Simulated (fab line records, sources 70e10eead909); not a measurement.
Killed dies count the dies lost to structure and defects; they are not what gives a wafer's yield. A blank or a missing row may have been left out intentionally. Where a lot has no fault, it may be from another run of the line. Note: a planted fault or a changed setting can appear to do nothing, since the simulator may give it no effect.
Comparing a struck lot with a sound one | flow nand_harc | 15 out of 1302 route steps
Sound: the wafers L858.3, L858.4, L858.5. The struck wafers were L868.1, L868.4, L868.5. At the end, the cause is stated.
Each step with rows lists, per side, the tool, then ch with its chambers, then its first start. Under that, the readings that differ: sound wafers | struck wafers | difference of the means | sigmas: that difference in standard deviations of wafers without a fault.
alike: readings with means less than 2 such deviations apart, plus words and numbers identical on both sides. not compared: withheld readings, readings lacking a value on some wafer, bounds such as >300 that could conceal the same value, and numbers that have no deviation in the record and whose values overlap.
Wherever a step has rows on one side only, a row that says differs or no value, or a row with sigmas, the two part there. When numbers do not overlap yet have no deviation, they are printed without sigmas and do not part them. Lack of a reading on every wafer of one side parts them only where that side has two or more wafers.

first, 7 steps without rows for these wafers: NHARC_P_ZERO_WELL_HMDS_17 (time 30 s); NHARC_P_ZERO_WELL_COAT_18; NHARC_P_ZERO_WELL_SOFTBAKE_19 (time 95 s); NHARC_P_ZERO_WELL_EBR_20; NHARC_P_ZERO_WELL_EXPOSE_21 (exposes mask P NWELL, target cd 720 nm); NHARC_P_ZERO_WELL_PEB_22 (peb time 85 s); NHARC_P_ZERO_WELL_DEVELOP_23 (time 70 s).
NHARC_P_ZERO_WELL_CD_MEAS_24: the cd target is 720 nm.
  sound on cd_sem-01 ch 0, day 6 12:38; struck on cd_sem-01 ch 0, day 10 18:29
  alike: cd_nm
then, 1 step without rows for these wafers: NHARC_P_ZERO_WELL_HARDBAKE_25 (time 80 s).
NHARC_P_ZERO_WELL_DESCUM_26: chemistry O2, time 3 s.
  sound on rie_diel-01 ch 0,1,2, day 6 12:52; struck on rie_diel-06 ch 1,2,3, day 10 18:39
  alike: drypump_motor_current_A, o2_flow_sccm, oes_product_au, rf_vpp_V, showerhead_plenum_p_Torr, throttle_valve_pct
  not compared: rf_hours_counter_h
then, 2 steps without rows for these wafers: NHARC_P_ZERO_WELL_IMPLANT_27; NHARC_P_ZERO_WELL_IMPLANT_57.
NHARC_P_ZERO_WELL_IMPLANT_58:
  sound on implanter-02 ch 0, day 6 13:25; struck on implanter-01, day 10 19:10
  no value came back on the struck wafers for beam_energy_keV, beam_on_s (s), dose_ions_cm2; on the sound wafers beam_energy_keV reads 100.02 100.04 100.03
then, 1 step without rows for these wafers: NHARC_P_ZERO_WELL_STRIP_28 (strips in SPM, time 840 s).
-- record jumps: 22 days between struck wafers' starts before vs after; left off in module P_ZERO_WELL, resumes in module END, first step shown is number 1302 of the route --
NHARC_END_SORT_01:
  sound on prober-02 ch 0, day 28 23:49; struck on prober-01 ch 0, day 32 17:34
  reading             | sound    | struck                                                               | difference                   | sigmas
  hold                | - - -    | await_dispo/2.7h/scrap await_dispo/2.7h/scrap await_dispo/2.7h/scrap | no value on the sound wafers |
  killed_at_periphery | 3 1 3    | 628 600 601                                                          | +607                         | +99 or more
  killed_dies         | 62 50 53 | 677 677 677                                                          | +622                         | +35
  alike: killed_at_array, killed_at_other, killed_open, killed_short

== WHERE THEY PART ==
Earliest at NHARC_P_ZERO_WELL_IMPLANT_58; latest, in this record, at NHARC_END_SORT_01.

WHY: what the simulator had put in
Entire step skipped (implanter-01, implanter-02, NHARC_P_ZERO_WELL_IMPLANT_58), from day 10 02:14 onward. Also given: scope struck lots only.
